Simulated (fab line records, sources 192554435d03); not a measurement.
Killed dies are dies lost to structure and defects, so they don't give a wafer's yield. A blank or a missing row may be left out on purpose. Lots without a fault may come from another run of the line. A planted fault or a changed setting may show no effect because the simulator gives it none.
Tool commonality check | flow n5_finfet | 9 lots, 27 wafers sampled

WHY IT WAS OPENED
At N5_BEOL_M9_OVL_MEAS_29 the reading V8_OVL is flagged on 2 of 9 lots. Wafers without a fault read 0.0 nm, standard deviation 0.64.
Rule: a lot is flagged when every wafer of it that has a number lies more than 4 standard deviations from that mean, or none has a number. The other lots count as sound.

lot  | measured     | on         | V8_OVL (nm), wafer by wafer | flag
L724 | day 10 23:25 | overlay-01 | 0.3 1.2 0.4                 |
L727 | day 11 06:58 | overlay-01 | 0.3 0.2 -0.4                |
L729 | day 12 04:38 | overlay-02 | 1.1 0.8 0.5                 |
L733 | day 13 13:01 | overlay-02 | 0.5 0.1 0.7                 |
L736 | day 13 19:44 | overlay-01 | 0.1 0.9 0.4                 |
L735 | day 13 21:32 | overlay-02 | 6.0 5.2 5.4                 | FLAGGED
L740 | day 14 11:05 | overlay-01 | 4.1 4.6 5.0                 | FLAGGED
L743 | day 16 04:23 | overlay-02 | 0.5 0.3 -0.4                |
L746 | day 17 00:48 | overlay-01 | -0.3 -1.4 -0.1              |
The numbers of the flagged lots are 5.0 nm on average: +5.0 nm against the usual, or +8 standard deviations.

WHICH TOOL RAN EACH LOT
The record holds 2 process steps before the reading, out of a route of 1938 steps. In each cell: the tool, then ch and the chambers that the sampled wafers went through, then the start.
lot  | flag    | N5_BEOL_M9_DESCUM_16               | N5_BEOL_M9_EXPOSE_25
L724 |         | rie_diel-04 ch 1,2, day 10 22:35   | euv_scanner-01 ch 0, day 10 23:15
L727 |         | rie_diel-05 ch 0,1, day 11 04:25   | euv_scanner-01 ch 0, day 11 06:49
L729 |         | rie_diel-03 ch 1,2,3, day 12 00:38 | euv_scanner-01 ch 0, day 12 04:29
L733 |         | rie_diel-03 ch 0,2,3, day 13 10:28 | euv_scanner-01 ch 0, day 13 12:52
L736 |         | rie_diel-03 ch 0,2,3, day 13 18:25 | euv_scanner-02 ch 0, day 13 19:34
L735 | FLAGGED | rie_diel-05 ch 0,3, day 13 19:58   | euv_scanner-01 ch 0, day 13 21:23
L740 | FLAGGED | rie_diel-03 ch 0,1,3, day 14 08:10 | euv_scanner-01 ch 0, day 14 10:56
L743 |         | rie_diel-04 ch 0,2, day 16 02:53   | euv_scanner-02 ch 0, day 16 04:13
L746 |         | rie_diel-04 ch 1,3, day 16 22:47   | euv_scanner-02 ch 0, day 17 00:38
What these steps do:
- N5_BEOL_M9_DESCUM_16: chemistry O2, time 7.9 s.
- N5_BEOL_M9_EXPOSE_25: exposes mask V8.
- N5_BEOL_M9_OVL_MEAS_29

FLAGGED OVER TOTAL, TOOL BY TOOL (the gauges that took the reading come last)
step                   | tool           | lots run | flagged | share of the flagged lots | sound lots run after its first flagged lot
N5_BEOL_M9_DESCUM_16   | rie_diel-03    | 4        | 1       | some                      | 0
N5_BEOL_M9_DESCUM_16   | rie_diel-04    | 3        | 0       | none                      | -
N5_BEOL_M9_DESCUM_16   | rie_diel-05    | 2        | 1       | some                      | 0
N5_BEOL_M9_EXPOSE_25   | euv_scanner-01 | 6        | 2       | all                       | 0
N5_BEOL_M9_EXPOSE_25   | euv_scanner-02 | 3        | 0       | none                      | -
N5_BEOL_M9_OVL_MEAS_29 | overlay-01     | 5        | 1       | some                      | 1 (L746)
N5_BEOL_M9_OVL_MEAS_29 | overlay-02     | 4        | 1       | some                      | 1 (L743)

WHAT THE TABLE ALLOWS
1 row of the table ran every flagged lot: euv_scanner-01 at N5_BEOL_M9_EXPOSE_25.
- euv_scanner-01 at N5_BEOL_M9_EXPOSE_25: 2 of its 6 lots flagged. Its last sound lot is L733 (day 13 12:52), its first flagged lot L735 (day 13 21:23): a fault that began between those two fits.
One tool is left: euv_scanner-01 at N5_BEOL_M9_EXPOSE_25.

WHAT THE SIMULATOR HAD PUT IN
Scanner matching overlay: euv_scanner-01, from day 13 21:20 on, at N5_BEOL_M9_EXPOSE_25. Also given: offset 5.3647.
Lots struck among those shown: L735, L740. The rule above found the same.
